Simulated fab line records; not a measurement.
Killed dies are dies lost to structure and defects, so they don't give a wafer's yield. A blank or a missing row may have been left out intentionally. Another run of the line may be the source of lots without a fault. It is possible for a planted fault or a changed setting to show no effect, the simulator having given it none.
A lot that was struck, set against a sound lot	flow nand-harc	15 out of 1302 route steps
Sound: the wafers L234.2, L234.5, L234.6. Struck: wafer L229.3. (L229.1, L229.5 of the same lot were not struck and are left out.) The cause comes at the end.
For every step that has rows: the tool of each side, followed by ch and its chambers, followed by its first start. Under that, the readings that differ: sound wafers	struck wafers	difference of the means	sigmas: that difference in standard deviations of wafers without a fault.
alike: words and numbers the same on both sides, and readings whose means are apart by under 2 such deviations; not compared: readings that were withheld, readings missing a value for some wafer, numbers with overlapping values and no deviation given by the record, and bounds like >300 which may hide the same value.
Wherever a step has rows on one side only, a row that says differs or no value, or a row with sigmas, the two part there. Numbers that don't overlap but have no deviation are shown without sigmas and don't part them. A reading missing from all wafers of one side parts the sides only when that side holds two or more wafers.

first, 2 steps without rows for these wafers: NHARC_A_CONTACT_ETCH_118 (etches the open film in C4F8/O2/Ar, time 190 s, target depth 1850 nm); NHARC_A_CONTACT_ETCH_119 (etches the open film in C4F8/O2/Ar, time 190 s, target depth 1850 nm).
NHARC_A_CONTACT_ETCH_120: etches the open film in C4F8/O2/Ar, time 190 s, target depth 1850 nm.
  sound on har-cap-etch-03 ch 0,1, day 27 08:46; struck on har-cap-etch-03 ch 0, day 25 11:32
  not compared: rf-hours-counter-h
NHARC_A_CONTACT_ETCH_121: etches the open film in C4F8/O2/Ar, time 190 s, target depth 1850 nm.
  sound on har-cap-etch-03 ch 0,1, day 27 08:56; struck on har-cap-etch-03 ch 0, day 25 11:43
  not compared: rf-hours-counter-h
NHARC_A_CONTACT_ETCH_122: etches the open film in C4F8/O2/Ar, time 190 s, target depth 1850 nm.
  sound on har-cap-etch-03 ch 0,1, day 27 09:07; struck on har-cap-etch-03 ch 0, day 25 11:53
  not compared: rf-hours-counter-h
NHARC_A_CONTACT_ETCH_123: etches the open film in C4F8/O2/Ar, time 490 s, target depth 2110 nm.
  sound on har-cap-etch-03 ch 0,1, day 27 09:17; struck on har-cap-etch-03 ch 0, day 25 12:03
  not compared: rf-hours-counter-h
NHARC_A_CONTACT_ETCH_90: etches the open film in CH3F/O2, target depth 40 nm, time 85.7 s.
  sound on rie-diel-03 ch 0,1, day 27 10:15; struck on rie-diel-03 ch 2, day 25 13:03
  alike: drypump-motor-current-A, oes-product-au, rf-vpp-V, showerhead-plenum-p-Torr, throttle-valve-pct
  not compared: rf-hours-counter-h
then, 1 step without rows for these wafers: NHARC_A_CONTACT_ETCH_96 (etches the open film in C4F6/O2, target depth 20 nm, time 10 s).
NHARC_A_CONTACT_CD_MEAS_53:
  struck on cd-sem-03, day 25 13:15; sound on cd-sem-01, day 27 10:28
  alike: cd-nm
then, 3 steps without rows for these wafers: NHARC_A_CONTACT_STRIP_99 (strips in N2/H2); NHARC_A_CONTACT_STRIP_100 (strips in CF4/CHF3); NHARC_A_CONTACT_STRIP_101 (strips in O2/COS).
NHARC_A_CONTACT_ETCH_102: etches the open film in CF4/O2, target depth 100 nm, overetch 10 nm, time 55 s.
  sound on rie-diel-04 ch 1,2,3, day 27 10:47; struck on rie-diel-03 ch 0, day 25 13:32
reading	sound	struck	difference	sigmas
oes-product-au (a.u.)	1.010 1.011 1.003	0.949	-0.059	-8
  alike: drypump-motor-current-A, rf-vpp-V, showerhead-plenum-p-Torr, throttle-valve-pct
  not compared: rf-hours-counter-h
then, 1 step without rows for these wafers: NHARC_A_CONTACT_STRIP_55 (strips in O2).
-- jump in the record: it breaks off in module A_CONTACT and resumes in module END (first step shown: number 1302 of the route), and 3 days separate the struck wafers' starts before and after --
NHARC_END_SORT_01:
  only the struck wafers appear in the record here, on prober-02 ch 0 at day 28 02:50; the sound ones have no rows

== WHERE THEY PART ==
At NHARC_A_CONTACT_ETCH_102 first; at NHARC_END_SORT_01 last (within this record only).

WHY: what had been put in by the simulator
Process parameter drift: rie-diel-03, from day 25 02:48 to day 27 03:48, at NHARC_A_CONTACT_ETCH_102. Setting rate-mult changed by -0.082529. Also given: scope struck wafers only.
